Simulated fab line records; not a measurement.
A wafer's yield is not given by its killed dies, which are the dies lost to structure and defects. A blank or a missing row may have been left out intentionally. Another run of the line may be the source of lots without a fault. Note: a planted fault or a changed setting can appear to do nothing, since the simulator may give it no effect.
One fault seen from 2 desks ; flow n5Finfet ; each desk has only its own numbers; what lay behind them comes last

THE METROLOGY DESK
Means of the sampled wafers that have a number, per lot and without regard to the tool the lot ran on: this is what the gauges read. The brackets show how far a lot's mean lies from the usual mean; more than 4 standard deviations puts the lot out of limits, marked OUT. 7 of its 11 readings are shown, namely those furthest out on some lot.
Columns: A = GATE_CUT_OVL at N5_GATE_CUT_OVL_MEAS_14, usual -0.3 nm; B = DIBL_N at N5_BEOL_M4_RC_MEAS_101, usual 36.4 mV/V; C = DIBL_P at N5_BEOL_M4_RC_MEAS_101, usual 36.3 mV/V; D = IOFF_N at N5_BEOL_M4_RC_MEAS_101, usual 0.163 nA/um; E = ION_N at N5_BEOL_M4_RC_MEAS_101, usual 673 uA/um; F = SS_P at N5_BEOL_M4_RC_MEAS_101, usual 73.3 mV/dec; G = VT_P at N5_BEOL_M4_RC_MEAS_101, usual -250 mV
lot;first seen here;A;B;C;D;E;F;G
L592;day 4 17:04;-0.2;37.2;37.5;0.182;675;73.0;-249
L594;day 5 04:58;0.2;36.0;36.3;0.162;676;73.0;-254
L596;day 5 17:37;0.2;38.0;38.9;0.199;680;74.1;-250
L601;day 6 23:35;-0.8;36.6;36.9;0.177;690;73.3;-249
L605;day 7 22:01;-1.1;36.1;36.6;0.179;678;73.6;-246
L606;day 8 05:28;0.0;35.5;36.3;0.151;663;72.9;-250
L608;day 8 17:02;-0.4;35.5;36.3;0.158;680;72.7;-250
L611;day 9 10:50;-0.9;38.9;38.1;0.186;672;73.6;-246
L614;day 10 11:13;-0.6;38.1;36.0;0.174;674;73.1;-245
Result from this desk: across the 9 lots, nothing is out of limits.

FOR THE TOOL OWNER'S DESK: cmp-01
The tool's own readings at N5_GATE_CUT_CMP_02 (polishes, stops on SiO2, t overpolish 12.7 s, target thk 0 nm): means of the sampled wafers that have a number, for each lot that ran on this tool. The brackets show how far a lot's mean lies from the usual mean; more than 4 standard deviations puts the lot out of limits, marked OUT.
Columns: A = motorCurrentA at N5_GATE_CUT_CMP_02, usual 9.0 A; B = overpolishRunS at N5_GATE_CUT_CMP_02, usual 12.701 s; C = retainingRingPressureFrac at N5_GATE_CUT_CMP_02, usual 1.000; D = timeToEndpointS at N5_GATE_CUT_CMP_02, usual 25.5 s
lot;first seen here;A;B;C;D
L592;day 4 16:13;9.4;12.705;1.005;23.2
L596;day 5 16:49;9.0;12.700;1.003;24.7
L601;day 6 22:56;8.5;12.702;1.000;17.7
L605;day 7 21:23;9.6;12.705;1.000;21.7
L606;day 8 04:50;9.2;12.703;0.998;15.9 (-4.8) OUT
L614;day 10 10:22;9.5;12.703;1.004;25.4
This desk finds L606 out of limits, L606 being first, at day 8 04:50 (timeToEndpointS at N5_GATE_CUT_CMP_02). L592, L596, L601, L605, L614: within limits.

PUT TOGETHER
At day 8 04:50, on L606, the tool owner's desk was in a position to raise an alarm.
From the metrology desk's view, nothing was out of limits.
The metrology desk holds a record of L606, inside its limits.
All the named lots went through N5_GATE_CUT_CMP_02 on cmp-01.

WHAT THE SIMULATOR HAD INSERTED
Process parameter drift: cmp-01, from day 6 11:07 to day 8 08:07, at N5_GATE_CUT_CMP_02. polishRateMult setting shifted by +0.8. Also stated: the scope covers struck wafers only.
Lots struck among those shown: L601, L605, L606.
Each desk's first reading out of limits, in hours after the fault started: the tool owner's desk, 42.
